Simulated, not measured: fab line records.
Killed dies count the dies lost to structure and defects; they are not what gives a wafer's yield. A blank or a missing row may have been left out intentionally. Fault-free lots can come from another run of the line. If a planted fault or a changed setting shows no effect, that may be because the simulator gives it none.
A struck lot beside a sound one    flow n5-finfet    29 out of 1938 route steps
Sound: these wafers, L570.4, L570.5, L570.6. Wafers L575.2, L575.3, L575.5 were the ones struck. The cause is given at the end.
For every step that has rows: the tool of each side, followed by ch and its chambers, followed by its first start. Under that, the readings that differ: sound wafers    struck wafers    difference of the means    sigmas: that difference in standard deviations of wafers without a fault.
alike: a reading whose means differ by less than 2 such deviations, as well as words and numbers matching on both sides. not compared: withheld readings; readings where some wafer has no value; bounds like >300 that might hide an equal value; numbers whose values overlap and for which the record gives no deviation.
The two part at a step that has a row with sigmas, a row that says differs or no value, or rows on one side only. Numbers that have no deviation but don't overlap get no sigmas and don't part them. A reading that every wafer of one side lacks parts them only if that side has two wafers or more.

first, 8 steps without rows for these wafers: N5_MOL_CONTACT_COAG_ANNEAL_112 (time 1800 s); N5_BEOL_M0_SAQP_PECVD_00 (deposits SiCN from 3MS/NH3, target thk 8 nm, time 14 s); N5_BEOL_M0_SAQP_ILD_DEP_01 (deposits SiOC from DEMS/O2, target thk 45.419 nm, time 8.7 s); N5_BEOL_M0_SAQP_HM_DEP_02 (deposits TiN, target thk 12 nm); N5_BEOL_M0_SAQP_PECVD_03 (deposits SiCN from 3MS/NH3, target thk 12 nm, time 21.1 s); N5_BEOL_M0_SAQP_PECVD_96 (deposits a-Si from SiH4/He, target thk 45 nm, time 45.2 s); N5_BEOL_M0_SAQP_PECVD_97 (deposits SiNx from SiH4/NH3/N2, target thk 23 nm, time 19.9 s); N5_BEOL_M0_SAQP_PECVD_04 (deposits a-Si from SiH4/He, target thk 60 nm, time 60.2 s).
N5_BEOL_M0_SAQP_HM_DEP_111: deposits SiO2 from SiH4/N2O, target thk 12 nm, time 7.2 s.
  sound on pecvd-04 ch 0,1,2, day 6 20:07; struck on pecvd-04 ch 0,2, day 8 01:35
reading                                            sound         struck       difference  sigmas
model.SiO2_of_BEOL_M0_SAQP_HM_DEP_111.thk-nm (nm)  12 11.8 12.2  7.4 7.2 7.6  -4.6        
  alike: heater-power-w, showerhead-plenum-p-Torr
then, 12 steps without rows for these wafers: N5_BEOL_M0_SAQP_COAT_81 (time 60 s, resist thk 100 nm); N5_BEOL_M0_SAQP_COAT_82 (time 60 s, resist thk 30 nm); N5_BEOL_M0_SAQP_COAT_08 (resist thk 90 nm); N5_BEOL_M0_SAQP_EBR_10; N5_BEOL_M0_SAQP_SOFTBAKE_09 (time 60 s); N5_BEOL_M0_SAQP_EXPOSE_11 (exposes mask M0 CORE, target cd 42 nm); N5_BEOL_M0_SAQP_PEB_12 (peb time 60 s); N5_BEOL_M0_SAQP_DEVELOP_13 (develop time 30 s); N5_BEOL_M0_SAQP_DESCUM_19 (chemistry O2, time 7.9 s); N5_BEOL_M0_SAQP_ETCH_83 (etches SiARC in CF4, target depth 39 nm, time 65 s); N5_BEOL_M0_SAQP_ETCH_84 (etches SOC in N2/H2, target depth 100 nm, overetch 20 nm, time 150 s); N5_BEOL_M0_SAQP_STRIP_80 (strips in N2/H2).
N5_BEOL_M0_SAQP_HM_OPEN_112: chemistry CHF3/O2, target SiO2, stops on a-Si, target depth 12 nm, time 13.5 s.
  sound on rie-diel-06 ch 1,2,3, day 6 21:08; struck on rie-diel-04 ch 1,3, day 8 02:19
reading                   sound              struck             difference  sigmas
model.etch.depth-nm (nm)  12.09 11.82 12.19  7.405 7.127 7.537  -4.677      
  alike: CHF3_flow_sccm, drypump-motor-current-A, oes-product-au, rf-vpp-V, showerhead-plenum-p-Torr, throttle-valve-pct
  not compared: rf-hours-counter-h
then, 3 steps without rows for these wafers: N5_BEOL_M0_SAQP_STRIP_113 (strips in CHF3/O2); N5_BEOL_M0_SAQP_MANDREL_ETCH_20 (etches a-Si in HBr/Cl2, stops on SiNx, target depth 60 nm, bt time 10 s, time 30 s); N5_BEOL_M0_SAQP_STRIP_86 (strips in N2/H2).
N5_BEOL_M0_SAQP_STRIP_115: strips in post etch residue remover, time 60 s.
  sound on wet-bench-05 ch 2,3,5, day 6 21:23; struck on wet-bench-06 ch 2,4,6, day 8 02:34
reading                                            sound       struck     difference  sigmas
model.SiO2_of_BEOL_M0_SAQP_HM_DEP_111.thk-nm (nm)  12 11.8 12  7.4 7 7.4  -4.7        
then, 1 step without rows for these wafers: N5_BEOL_M0_SAQP_SRD_93 (time 30 s).
-- a jump in the record: the struck wafers' starts before and after are 3 days apart (it breaks off in module BEOL_M0_SAQP and resumes in module BEOL_M4, where the first step shown is number 1111 of the route) --
N5_BEOL_M4_RC_MEAS_101:
  sound on prober-02 ch 0, day 8 23:34; struck on prober-01 ch 0, day 10 16:00
reading        sound           struck          difference  sigmas
DIBL_N (mV/V)  34.0 35.2 36.0  40.7 38.9 39.6  +4.7        +2
  alike: DIBL_P, IOFF_N, IOFF_P, ION_N, ION_P, SS_N, SS_P, VT_N, VT_P
-- here the record skips 5 days between the struck wafers' starts before and after, leaving off in module BEOL_M4 and picking up in module PASSIVATION (first step shown: number 1936 of the route) --
N5_PASSIVATION_PROBE_49:
  sound on prober-01, day 13 01:39; struck on prober-01, day 15 06:37
  alike: defect-limited-yield, killed_at_M0_to_M3, killed_at_M4_up, killed-at-contacts, killed-at-front-end, killed-at-other, killed-dies, killed-open, killed-short, sort_bin_5_function, sort_bin_6_memory, sort-n-pass, sort-yield-pct

== WHERE THEY PART ==
N5_BEOL_M4_RC_MEAS_101 only, going by this record. Later steps at which nothing parts them and some readings are alike: N5_PASSIVATION_PROBE_49.

WHY: what had been put in by the simulator
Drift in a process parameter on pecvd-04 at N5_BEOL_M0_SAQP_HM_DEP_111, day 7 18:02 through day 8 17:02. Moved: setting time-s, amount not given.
